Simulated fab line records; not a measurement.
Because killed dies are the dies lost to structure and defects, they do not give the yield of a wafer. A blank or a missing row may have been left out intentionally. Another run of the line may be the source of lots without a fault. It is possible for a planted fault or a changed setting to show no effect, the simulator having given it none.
Split-lot experiment	flow n5Finfet	on a route of 1938 steps: 7 lots, 21 wafers read

THE SPLIT
At N5_DUMMY_GATE_COAT_09 (resist thk 30 nm), the setting spinRpm was moved away from the recipe's 1500 rpm on 7 of the 21 wafers read, by -3.5% to +10.1%. For the rest of the wafers, this setting stayed at what the recipe calls for.

FROM THE SPLIT TO THE READING: what the file shows between them, 6 steps
- N5_DUMMY_GATE_EBR_11
- N5_DUMMY_GATE_SOFTBAKE_10: time 60 s
- N5_DUMMY_GATE_EXPOSE_12: exposes mask GATE, target cd 25 nm
- N5_DUMMY_GATE_PEB_13: peb time 60 s
- N5_DUMMY_GATE_DEVELOP_14: develop time 30 s
- N5_DUMMY_GATE_DESCUM_20: chemistry O2, time 6.2 s

THE READING
CAR-EUV_of_DUMMY_GATE_COAT_09.thkNm (the simulator's own value, which no gauge read), in nm, at N5_DUMMY_GATE_ETCH_29 (etches underlayer in N2/H2, target depth 13 nm). The file does not state a usual value for it. The 14 wafers here that ran the recipe average 18.9 nm, standard deviation 0.14 nm.

wafer	tool, chamber at the split	spinRpm as run, rpm	against the recipe	CAR-EUV_of_DUMMY_GATE_COAT_09.thkNm, nm	against lot-mates on the recipe
L074.2	lithoTrack-01, 0	1500	recipe	18.8	-
L074.5	lithoTrack-01, 0	1500	recipe	19	-
L074.6	lithoTrack-01, 0	1500	recipe	19	-
L077.1	lithoTrack-03, 0	1447	-3.5%	19.4	+0.4
L077.4	lithoTrack-03, 0	1447	-3.5%	19.6	+0.6
L077.5	lithoTrack-03, 0	1500	recipe	19	-
L080.2	lithoTrack-01, 0	1500	recipe	19	-
L080.5	lithoTrack-01, 0	1500	recipe	19.2	-
L080.6	lithoTrack-01, 0	1652	+10.1%	17.6	-1.5
L085.1	lithoTrack-03, 0	1500	recipe	19	-
L085.4	lithoTrack-03, 0	1500	recipe	19	-
L085.5	lithoTrack-03, 0	1500	recipe	19	-
L087.2	lithoTrack-01, 0	1651	+10.1%	17.6	-1.4
L087.3	lithoTrack-01, 0	1651	+10.1%	18	-1.0
L087.6	lithoTrack-01, 0	1500	recipe	19	-
L091.1	lithoTrack-03, 0	1617	+7.8%	18	-1.0
L091.6	lithoTrack-03, 0	1617	+7.8%	18	-1.0
L091.3	lithoTrack-03, 0	1500	recipe	19	-
L095.1	lithoTrack-01, 0	1500	recipe	18.6	-
L095.4	lithoTrack-01, 0	1500	recipe	18.8	-
L095.5	lithoTrack-01, 0	1500	recipe	18.8	-

THE FIT
A straight line over all 21 wafers: CAR-EUV_of_DUMMY_GATE_COAT_09.thkNm changes by -0.124 nm for each +1% of spinRpm; r = -0.97; the points scatter about the line by 0.15 nm.
The same after taking each lot's own level away (the mean of its wafers on the recipe; 21 wafers): -0.13 nm for each +1%; r = -0.98; scatter 0.11 nm.
On that fit, the largest move of spinRpm shifts the reading by 1.3 nm.
Across the lots, their own levels run from 18.73 to 19.10 nm, a range of 2.6 times the standard deviation given above.
So the lot-to-lot level changes the slope little: the two slopes agree.
Check: for one of the wafers moved furthest among these (+10.1%), held out of the fit, the line's prediction against its lot-mates is -1.25 nm. Against them it came out at -1.5 nm.

OTHER SPLITS APPLIED TO THESE WAFERS
Note: prior to the reading, these wafers also went through further splits. Each is held against what the fit with the lots' levels taken away leaves over:
other split on the same wafers	wafers away from the commonest value	r with CAR-EUV_of_DUMMY_GATE_COAT_09.thkNm (lot level and that fit taken away)
N5_ZERO_LAYER_PECVD_02 timeS	7	-0.29
N5_ZERO_LAYER_EXPOSE_08 doseMj	6	+0.13
N5_WELL_APT_COAT_19 spinRpm	4	+0.18
N5_FIN_SAQP_SPACER1_ALD_24 tempC	6	+0.21
N5_FIN_CUT_CUT_ETCH_26 timeS	6	+0.27
N5_FIN_CUT_CUT_ETCH_15 timeS	8	+0.04

THE WHOLE CHAIN: every reading that the file lists as answering this split, in the file's order
step	what it does	reading	change (the file's fit)	r (the file's)
N5_DUMMY_GATE_COAT_09	resist thk 30 nm	CAR-EUV_of_DUMMY_GATE_COAT_09.thkNm (the simulator's own value, which no gauge read)	-0.145 nm for each +1% of the setting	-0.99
N5_DUMMY_GATE_DEVELOP_14	develop time 30 s	CAR-EUV_of_DUMMY_GATE_COAT_09.thkNm (the simulator's own value, which no gauge read)	-0.146 nm for each +1% of the setting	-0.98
N5_DUMMY_GATE_ETCH_29	etches underlayer in N2/H2, target depth 13 nm	CAR-EUV_of_DUMMY_GATE_COAT_09.thkNm (the simulator's own value, which no gauge read)	-0.133 nm for each +1% of the setting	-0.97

THE FILE'S OWN FIT
CAR-EUV_of_DUMMY_GATE_COAT_09.thkNm changes by -0.133 nm for each +1% of spinRpm, r = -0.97.
